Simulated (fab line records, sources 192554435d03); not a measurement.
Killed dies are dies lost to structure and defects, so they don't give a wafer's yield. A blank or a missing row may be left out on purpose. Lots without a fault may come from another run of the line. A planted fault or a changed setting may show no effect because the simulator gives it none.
fab line records | flow n5_finfet
record lots=4 wafers=12 last_day=17
route steps=1938 shown BEOL_M0@743 BEOL_M1@751 BEOL_M4@1111
lots that met no fault: from a run of the same line without faults
start_h: hours from the record's first day to the start of the lot's first wafer shown | wait_h: hours since the lot's step before | " the same as in the row above | L1.1+2: a row that stands for several wafers | - no value, or no start given | * or withheld: withheld | < > ~ a bound
route shown NAME@n: a module of which the file shows steps, and the number in the route of the first | usual: mean/standard deviation of fault-free wafers | same: alike in all rows | chamber/n: place in a boat | sites: the reading at each site | _std_site: their standard deviation | _edge_site: outer sites' mean less inner sites' | radius_mm: how far each site lies from the wafer's centre | mask NAME#n: copy n | behind: the tool/chamber that last shaped the wafer | hold: why the lot was held/for how many hours/how that ended | device: the transistor (n, p or np) that didn't switch | end of line: the same wafers' tests at the end of the route | a step without rows: its recipe alone | killed: dies lost to structure and defects at the first sort, not the wafer's yield | map: a wafer's dies, x killed, . not, _ none there
set.NAME: the setting as run; set.NAME@STEP: as run at that earlier step | model.NAME: the simulator's own value behind a step, which no gauge read
lots at some steps of the route; a table a step, a row a wafer
services: from which hour (start_h, from the record's first day; less than 0 if before it) a tool's chamber was out of use, for how many hours, and why
## steps
# step N5_BEOL_M0_CMP_120
# recipe stop_on=SiOC t_overpolish_s=6.9 down_force_psi=1 platen_rpm=50 clearing_platen_down_force_psi=1.5 clearing_platen_rpm=50 post_cmp_clean=cu_alkaline clearing_platen_pad_velocity_m_s=0.99484 pad_velocity_m_s=0.99484
# step N5_BEOL_M0_PRE_CLEAN_131
# recipe gas=NH3/H2 time_s=15 temp_c=* rf_power_w=300
# step N5_BEOL_M0_CO_CAP_123
# recipe material=Co target_thk_a=20 temp_c=200 precursor=CCTBA/H2 pressure_torr=30 time_s=102.1
# step N5_BEOL_M0_PRE_CLEAN_124
# recipe gas=NH3 time_s=15 temp_c=withheld rf_power_w=300
# step N5_BEOL_M0_DEP_125
# recipe material=SiCN target_thk_a=80 temp_c=withheld precursor=3MS/NH3 pressure_torr=3 rf_w=202 time_s=14
# step N5_BEOL_M1_ILD_DEP_00
# recipe material=SiOC target_thk_a=790 temp_c=350 precursor=DEMS/O2 pressure_torr=5 rf_w=500 time_s=15.3
# step N5_BEOL_M1_PECVD_72
# recipe material=SiO2 target_thk_a=160 temp_c=400 precursor=TEOS/O2 pressure_torr=5.5 rf_w=450 teos_flow_sccm=53.8 gas=O2 flow_sccm=3000 time_s=18
# step N5_BEOL_M1_HM_DEP_02
# recipe material=TiN target_thk_a=200 temp_c=25 chamber_pressure_pa=0.49996
# step N5_BEOL_M1_COAT_61
# recipe resist=SOC temp_c=250 time_s=60 spin_rpm=1500 resist_thk_nm=60
# usual heater_power_total_W=500.4/1.8 plate_temp_C=250.02/0.18 spin_speed_rpm=1500.0/1.1
# columns lot.wafer tool chamber start_h wait_h heater_power_total_W plate_temp_C spin_speed_rpm model.SOC_of_BEOL_M1_COAT_61.thk_nm
L948.4 litho_track-01 0 125.56 0.1 498.1 250.08 1500.4 60.2
L948.5 " 0 " " 500.2 250.36 1500.7 60
L948.6 " 0 " " 499.4 250.08 1500.4 60.2
L958.2 litho_track-01 0 178.68 0.1 501.3 250.12 1581.1 58.6
L958.5 " 0 " " 499.1 249.65 1581.1 58.6
L958.6 " 0 " " 499.6 250.12 1580.2 58.4
L959.2 litho_track-01 0 185.39 0.1 503.2 249.97 1580.1 58.4
L959.4 " 0 " " 502.8 250.11 1578.1 58.4
L959.6 " 0 " " 500.5 250.04 1579.8 58.4
L971.1 litho_track-05 0 261.01 0.1 502.0 249.88 1500.5 59.8
L971.2 " 0 " " 503.0 249.97 1501.4 59.8
L971.3 " 0 " " 498.7 249.80 1500.3 59.8
# step N5_BEOL_M1_COAT_62
# recipe resist=SiARC temp_c=220 time_s=60 spin_rpm=1500 resist_thk_nm=12
# step N5_BEOL_M1_COAT_73
# recipe resist=underlayer temp_c=205 time_s=60 spin_rpm=1500 resist_thk_nm=5
# step N5_BEOL_M1_COAT_05
# recipe resist=CAR-EUV spin_rpm=1500 resist_thk_nm=30
# step N5_BEOL_M1_EBR_07
# recipe solvent=PGMEA ebr_width_mm=1.5
# step N5_BEOL_M1_SOFTBAKE_06
# recipe temp_c=110 time_s=60 resist=CAR-EUV
# step N5_BEOL_M1_EXPOSE_08
# recipe mask_id=M1 na=0.33 source_shape=dipole sigma_inner=0.369 sigma_outer=0.767 polarization=unpolarized dose_mj=33
# step N5_BEOL_M1_PEB_09
# recipe peb_temp_c=100 peb_time_s=60 resist=CAR-EUV
# step N5_BEOL_M1_DEVELOP_10
# recipe develop_time_s=30 developer=TMAH resist=CAR-EUV rinse_liquid=surfactant_rinse dry=air_spin dev_temp_c=23
# step N5_BEOL_M1_DESCUM_16
# recipe chemistry=O2 time_s=7 source_power_w=50 bias_power_w=20 pressure_mtorr=20 rf_frequency_hz=2.712e+07 temp_c=40 resist=CAR-EUV o2_flow_sccm=225
# step N5_BEOL_M1_ETCH_74
# recipe chemistry=N2/H2 target=underlayer target_depth_a=65 mask_material=CAR-EUV time_s=5.2 ion_energy_ev=200 pressure_mtorr=30 source_w=840 bias_w=150 n2_flow_sccm=200 h2_flow_sccm=200 ends=cleared
# step N5_BEOL_M1_ETCH_63
# recipe chemistry=CF4 target=SiARC target_depth_a=156 mask_material=CAR-EUV time_s=26 ion_energy_ev=80 pressure_mtorr=40 source_w=545 bias_w=36 Ar_flow_sccm=100 cf4_flow_sccm=100 ends=cleared
# step N5_BEOL_M1_ETCH_64
# recipe chemistry=N2/H2 target=SOC target_depth_a=750 overetch_a=150 mask_material=SiARC temp_c=40 time_s=112.5 ion_energy_ev=200 pressure_mtorr=30 source_w=840 bias_w=150 n2_flow_sccm=200 h2_flow_sccm=200
# usual chamber_pressure_mTorr=30.007/0.028 drypump_motor_current_A=5.4/0.42 oes_product_au=0.64/0.068 rf_fwd_power_W=836.5/2.7 rf_vpp_V=523.6/2.2 showerhead_plenum_p_Torr=2.54/0.068 temp_c=39.98/0.11 throttle_valve_pct=17.85/0.29
# columns lot.wafer tool chamber start_h wait_h chamber_pressure_mTorr drypump_motor_current_A oes_product_au rf_fwd_power_W rf_hours_counter_h rf_vpp_V showerhead_plenum_p_Torr temp_c throttle_valve_pct model.etch.depth_nm
L948.4 rie_diel-05 1 126.02 0.0 30.010 5.8 0.66 831.1 78 525.5 2.56 39.72 17.65 60.15
L948.5 " 3 " " 30.009 5.7 0.55 836.0 - 525.0 2.63 39.82 17.86 60.08
L948.6 " 0 " " 30.003 5.2 0.63 837.1 - 521.0 2.46 39.99 18.07 60.25
L958.2 rie_diel-04 2 179.30 0.0 29.991 5.2 0.69 836.5 34 524.9 2.60 40.01 17.86 58.62
L958.5 " 1 " " 30.015 5.4 0.56 835.0 - 525.3 2.51 39.94 18.07 58.59
L958.6 " 2 " " 30.007 5.2 0.70 839.4 - 525.8 2.60 39.75 17.87 58.45
L959.2 rie_diel-06 3 185.86 0.0 29.994 4.8 0.68 836.0 36 523.1 2.50 39.97 17.60 58.38
L959.4 " 2 " " 29.999 5.6 0.61 836.9 126 522.6 2.45 39.92 18.10 58.46
L959.6 " 1 " " 30.009 6.3 0.69 841.2 - 529.2 2.69 39.99 17.52 58.43
L971.1 rie_diel-04 0 261.48 0.0 30.051 5.6 0.69 837.2 41 522.8 2.49 40.01 17.97 59.83
L971.2 " 2 " " 30.022 5.2 0.68 836.0 59 525.4 2.59 40.08 17.90 59.77
L971.3 " 1 " " 30.035 5.4 0.55 831.3 211 522.9 2.50 39.95 18.11 59.82
# step N5_BEOL_M1_STRIP_65
# recipe chemistry=N2/H2 temp_c=40 n2_flow_sccm=200 h2_flow_sccm=200 rf_frequency_hz=6e+07
# step N5_BEOL_M1_STRIP_75
# recipe chemistry=N2/H2 temp_c=40 n2_flow_sccm=200 h2_flow_sccm=200 rf_frequency_hz=6e+07
# step N5_BEOL_M1_STRIP_66
# recipe chemistry=CF4 resist=SiARC power_w=300 bias_power_w=75 pressure_mtorr=50 cf4_flow_sccm=150 rf_frequency_hz=6e+07
# step N5_BEOL_M1_HM_OPEN_17
# recipe chemistry=Cl2/BCl3 target_depth_a=200 overetch_a=60 target=TiN mask_material=SOC ion_energy_ev=150 pressure_mtorr=10 icp_w=1000 bias_w=126 Cl2_flow_sccm=53.25 bcl3_flow_sccm=21.75 Ar_flow_sccm=25
# usual chamber_pressure_mTorr=10.000/0.0098 drypump_motor_current_A=5.83/0.26 oes_product_au=0.66/0.12 rf_fwd_power_W=990/3.9 throttle_valve_pct=22.08/0.17
# columns lot.wafer tool chamber start_h wait_h chamber_pressure_mTorr drypump_motor_current_A oes_product_au rf_fwd_power_W rf_hours_counter_h throttle_valve_pct model.SOC_of_BEOL_M1_COAT_61.thk_nm
L948.4 rie_metal-03 0 126.22 0.1 9.981 5.59 0.59 990 - 22.27 52.4
L948.5 " 1 " " 10.004 5.79 0.52 987 - 22.23 52.2
L948.6 " 0 " " 10.006 5.59 0.58 989 - 22.25 52.6
L958.2 rie_metal-03 1 179.46 0.0 10.005 5.74 0.51 991 138 22.27 50.8
L958.5 " 1 " " 10.017 5.73 0.51 988 - 22.24 50.8
L958.6 " 0 " " 9.997 5.55 0.58 991 - 22.29 50.8
L959.2 rie_metal-01 1 186.02 0.0 9.989 5.75 0.74 989 15 22.08 50.4
L959.4 " 0 " " 9.999 6.04 0.52 995 - 21.79 51
L959.6 " 1 " " 10.009 5.73 0.73 994 - 22.09 50.4
L971.1 rie_metal-02 1 261.64 0.0 9.990 6.29 0.74 998 15 22.02 51.8
L971.2 " 1 " " 9.984 6.28 0.75 1003 - 22.03 51.8
L971.3 " 1 " " 9.994 6.27 0.75 1001 - 22.01 51.8
# step N5_BEOL_M1_STRIP_19
# recipe chemistry=O2 power_w=400 temp_c=40 pressure_mtorr=30 rf_frequency_hz=6e+07 bias_power_w=0 overash_fraction=0.2 o2_flow_sccm=225
# step N5_BEOL_M4_RC_MEAS_101
# usual DIBL_N=36.6/2.3 DIBL_P=36.3/2.8 IOFF_N=0.17/0.047 IOFF_P=0.22/0.048 ION_N=676/14 ION_P=463/9.4 SS_N=71.6/0.84 SS_P=73.4/0.85 VT_N=249/3.7 VT_P=-249/3.6
# columns lot.wafer tool chamber start_h wait_h DIBL_N[mV/V] DIBL_P[mV/V] IOFF_N[nA/um] IOFF_P[nA/um] ION_N[uA/um] ION_P[uA/um] SS_N[mV/dec] SS_P[mV/dec] VT_N[mV] VT_P[mV]
L948.4 prober-02 0 167.62 0.5 37.3 36.8 0.16 0.23 673 461 72.0 73.8 249 -246
L948.5 " 0 " " 36.5 34.5 0.16 0.20 687 472 71.3 72.9 245 -249
L948.6 " 0 " " 32.4 30.6 0.11 0.15 646 448 69.7 71.7 254 -252
L958.2 prober-01 0 228.60 0.2 36.1 35.6 0.14 0.18 659 454 71.6 73.1 252 -252
L958.5 " 0 " " 36.7 36.9 0.15 0.21 682 471 71.1 73.7 253 -248
L958.6 " 0 " " 33.8 32.8 0.11 0.15 678 463 70.8 72.3 252 -252
L959.2 prober-02 0 228.86 0.2 34.3 33.6 0.12 0.16 646 442 70.7 72.3 253 -254
L959.4 " 0 " " 40.3 41.2 0.26 0.28 683 465 72.1 73.7 245 -244
L959.6 " 0 " " 35.9 35.4 0.15 0.18 669 458 70.8 72.4 249 -254
L971.1 prober-02 0 310.00 0.0 38.8 39.8 0.25 0.30 695 471 72.7 74.7 243 -244
L971.2 " 0 " " 33.5 34.2 0.13 0.19 691 475 71.0 73.2 251 -252
L971.3 " 0 " " 37.5 35.8 0.20 0.21 659 451 73.5 72.6 251 -249
## services
# columns tool chamber start_h hours kind
rie_diel-04 0 121.04 - clean
rie_diel-04 0 121.04 - consumable_replace:focus_ring
rie_diel-04 0 121.04 17.3 scheduled_down
rie_diel-04 0 121.04 17.3 vent_cycle
rie_metal-03 - 123.19 0.5 repair
rie_metal-01 0 128.57 5.6 repair
rie_diel-06 3 129.28 3.8 repair
rie_diel-04 2 140.35 6.3 repair
rie_metal-01 - 142.72 0.2 repair
rie_diel-04 3 142.94 15.3 repair
rie_diel-04 - 145.57 2.8 pm
rie_diel-06 3 153.13 9.8 repair
rie_diel-06 2 156.30 7.3 repair
rie_diel-04 3 158.35 - clean
rie_diel-04 3 158.35 - consumable_replace:focus_ring
rie_diel-04 3 158.35 17.2 scheduled_down
rie_diel-04 3 158.35 17.2 vent_cycle
rie_diel-05 3 159.35 16.8 repair
rie_diel-05 0 165.72 3.0 repair
rie_metal-03 - 173.95 1.4 pm
rie_metal-03 1 182.50 - clean
rie_diel-05 - 199.23 2.8 pm
rie_metal-02 0 207.50 13.4 repair
rie_metal-03 - 243.62 1.0 repair
## key
first_sign step=N5_BEOL_M1_COAT_61 reading=spin_speed_rpm direction=up sigmas=70 usual=* struck=*
effect none on later readings
model_effect step=N5_BEOL_M1_COAT_61 value=SOC_of_BEOL_M1_COAT_61.thk_nm without=60.03 struck=58.47
model_effect step=N5_BEOL_M1_ETCH_64 value=etch.depth_nm without=60 struck=58.49
model_effect step=N5_BEOL_M1_HM_OPEN_17 value=SOC_of_BEOL_M1_COAT_61.thk_nm without=52.27 struck=50.7
met_at N5_BEOL_M1_COAT_61
struck_wafers L958.2,L958.5,L958.6,L959.2,L959.4,L959.6
onset_between 125.56 178.68
fault kind=process_parameter_drift tool=litho_track-01 chamber=- onset_h=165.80 steps=N5_BEOL_M1_COAT_61 channel=spin_rpm offset=* shape=step end_h=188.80 acts_in=* stated=*
